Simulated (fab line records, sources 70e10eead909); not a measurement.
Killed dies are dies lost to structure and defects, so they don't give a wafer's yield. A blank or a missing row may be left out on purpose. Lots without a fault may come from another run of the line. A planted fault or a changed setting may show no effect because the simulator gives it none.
Chamber matching | flow nand_harc | NHARC_A_CHANNEL_FILL_D2_ALD_25 on ald_hk-04: 4 sister chambers
The step deposits SiOx, target thk 60 nm, pulse time 10 s, ald cycles 600. 16 wafers are shown with their chamber, then 8 later ones without.

WAFERS WITH THEIR CHAMBER
wafer  | chamber | heater_power_outer_w (W) | heater_power_w (W) | precursor_pulse_height_rel
L074.1 | 2       | 272                      | 477                | 0.988
L074.4 | 0       | 313                      | 503                | 1.006
L074.6 | 2       | 265                      | 486                | 1.036
L076.2 | 1       | 280                      | 459                | 0.961
L076.1 | 3       | 271                      | 456                | 1.006
L076.5 | 1       | 281                      | 455                | 1.038
L079.2 | 2       | 270                      | 472                | 0.992
L079.4 | 1       | 291                      | 449                | 0.990
L079.5 | 3       | 263                      | 459                | 1.034
L080.4 | 3       | 276                      | 464                | 1.014
L080.5 | 3       | 270                      | 456                | 0.979
L080.6 | 2       | 272                      | 482                | 0.968
L082.2 | 3       | 277                      | 453                | 0.967
L082.1 | 1       | 286                      | 450                | 0.988
L082.4 | 2       | 271                      | 468                | 1.014
L085.1 | 1       | 264                      | 428                | 0.980

SIGNATURES (means of the wafers above)
reading                    | chamber 0 | chamber 1 | chamber 2 | chamber 3 | scatter within a chamber
heater_power_outer_w       | 313.00    | 280.40    | 270.00    | 271.40    | 6.91
heater_power_w             | 503.00    | 448.20    | 477.00    | 457.60    | 8.45
precursor_pulse_height_rel | 1.00600   | 0.99140   | 0.99960   | 1.00000   | 0.0272
Rule: a wafer's distance from a chamber is the root of the sum, over the readings, of the square of ((its reading less the chamber's mean) divided by the reading's scatter). The wafer belongs to the nearest chamber; if the next one is less than 2 further off, it can't be placed. The scatter: the root of (the sum of the squares of (reading less its chamber's mean) over the shown wafers, divided by (wafers less chambers)).

WAFERS WITHOUT THEIR CHAMBER
wafer  | heater_power_outer_w (W) | heater_power_w (W) | precursor_pulse_height_rel
L085.3 | 310                      | 526                | 1.011
L085.4 | 260                      | 461                | 1.015
L091.1 | 260                      | 483                | 1.008
L091.2 | 249                      | 432                | 0.959
L091.3 | 263                      | 423                | 0.983
L094.2 | 266                      | 416                | 1.004
L094.1 | 320                      | 512                | 1.012
L094.5 | 271                      | 432                | 0.969

WHICH CHAMBER EACH WENT THROUGH
wafer  | from the rows above          | in truth
L085.3 | 0                            | 0
L085.4 | can't be placed: 3 or 2 or 1 | 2
L091.1 | can't be placed: 2 or 3      | 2
L091.2 | can't be placed: 3 or 1 or 2 | 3
L091.3 | can't be placed: 1 or 3      | 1
L094.2 | can't be placed: 1 or 3      | 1
L094.1 | 0                            | 0
L094.5 | can't be placed: 1 or 3      | 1
Placed correctly: 2 of 8. Can't be placed from these rows: 6 (the true chamber is among the candidates in 6). Placed wrongly: 0.
